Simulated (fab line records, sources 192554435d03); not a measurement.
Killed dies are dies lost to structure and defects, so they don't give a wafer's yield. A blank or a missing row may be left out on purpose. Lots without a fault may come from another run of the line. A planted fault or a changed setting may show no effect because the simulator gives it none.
Which tool did it? | flow n5_finfet | 10 lots, 28 wafers sampled, at 5 steps of a route of 1938

WHAT THE GAUGES READ, wafer by wafer
N5_BEOL_M4_RC_MEAS_101.
lot  | measured     | on        | DIBL_N (mV/V)
L767 | day 9 08:22  | prober-01 | 36.6 32.5
L770 | day 9 11:29  | prober-02 | 37.2 34.5 38.6
L768 | day 9 11:35  | prober-01 | 36.2 39.3 36.2
L773 | day 10 14:43 | prober-02 | 40.1 38.5 42.5
L780 | day 11 20:49 | prober-02 | 38.1 40.9 38.4
L782 | day 12 20:40 | prober-01 | 33.8 36.8 38.4
L781 | day 12 20:48 | prober-02 | 34.6 30.4 39.2
L783 | day 13 05:25 | prober-02 | 38.8 37.5 37.8
L785 | day 13 10:34 | prober-01 | 33.4 37.3 35.5
L786 | day 13 11:31 | prober-02 | 36.7 37.7

WHICH TOOL RAN EACH LOT (tool, then ch and the chambers of the sampled wafers, then the start)
lot  | N5_BEOL_M4_ETCH_70                 | N5_BEOL_M4_DEGAS_44          | N5_BEOL_M4_PRE_CLEAN_45      | N5_BEOL_M4_ANNEAL_89
L767 | rie_diel-06 ch 1,3, day 9 03:55    | pvd_sputter-02, day 9 04:44  | pvd_sputter-02, day 9 04:47  | pvd_sputter-01, day 9 06:17
L770 | rie_diel-04 ch 1,3, day 9 07:11    | pvd_sputter-01, day 9 07:50  | pvd_sputter-01, day 9 07:53  | pvd_sputter-01, day 9 09:26
L768 | rie_diel-05 ch 2,3, day 9 07:13    | pvd_sputter-02, day 9 07:50  | pvd_sputter-02, day 9 07:53  | pvd_sputter-03, day 9 09:30
L773 | rie_diel-05 ch 0,1,2, day 10 10:02 | pvd_sputter-01, day 10 11:06 | pvd_sputter-01, day 10 11:08 | pvd_sputter-03, day 10 12:38
L780 | rie_diel-05 ch 0,2, day 11 15:35   | pvd_sputter-03, day 11 16:38 | pvd_sputter-03, day 11 16:41 | pvd_sputter-01, day 11 18:44
L782 | rie_diel-05 ch 0,1,2, day 12 16:07 | pvd_sputter-02, day 12 16:58 | pvd_sputter-02, day 12 17:01 | pvd_sputter-03, day 12 18:33
L781 | rie_diel-04 ch 1,2, day 12 16:09   | pvd_sputter-01, day 12 17:03 | pvd_sputter-01, day 12 17:05 | pvd_sputter-01, day 12 18:36
L783 | rie_diel-04 ch 1,2,3, day 13 00:49 | pvd_sputter-03, day 13 01:52 | pvd_sputter-03, day 13 01:55 | pvd_sputter-01, day 13 03:29
L785 | rie_diel-04 ch 0,1,2, day 13 06:02 | pvd_sputter-03, day 13 07:01 | pvd_sputter-03, day 13 07:04 | pvd_sputter-03, day 13 08:37
L786 | rie_diel-06 ch 2,3, day 13 06:13   | pvd_sputter-02, day 13 07:02 | pvd_sputter-02, day 13 07:05 | pvd_sputter-02, day 13 09:04
- N5_BEOL_M4_ETCH_70: etches SOC in N2/H2, target depth 80 nm, overetch 24 nm, time 130 s.
- N5_BEOL_M4_DEGAS_44: time 60 s.
- N5_BEOL_M4_PRE_CLEAN_45: time 30 s.
- N5_BEOL_M4_ANNEAL_89: time 240 s.

THE ANSWER, worked out from the rows above alone
Rule: what is usual is taken from the lots themselves. Put in order of their means at a reading, lots are off if they are a third of the lots or fewer, leave a main group of 4 or more, and stand apart from it by a gap of 3 or more times the standard deviation of the main group's means; of several such gaps the widest counts. A main group whose means are all the same, to the digits that the tables above print for the reading, isn't used. A lot without any number at a reading at which 4 lots or more have one is off too. The other lots that the step has rows for count as sound.
No lot is off at any reading shown: from this, nothing can be told.

WHAT THE SIMULATOR HAD PUT IN
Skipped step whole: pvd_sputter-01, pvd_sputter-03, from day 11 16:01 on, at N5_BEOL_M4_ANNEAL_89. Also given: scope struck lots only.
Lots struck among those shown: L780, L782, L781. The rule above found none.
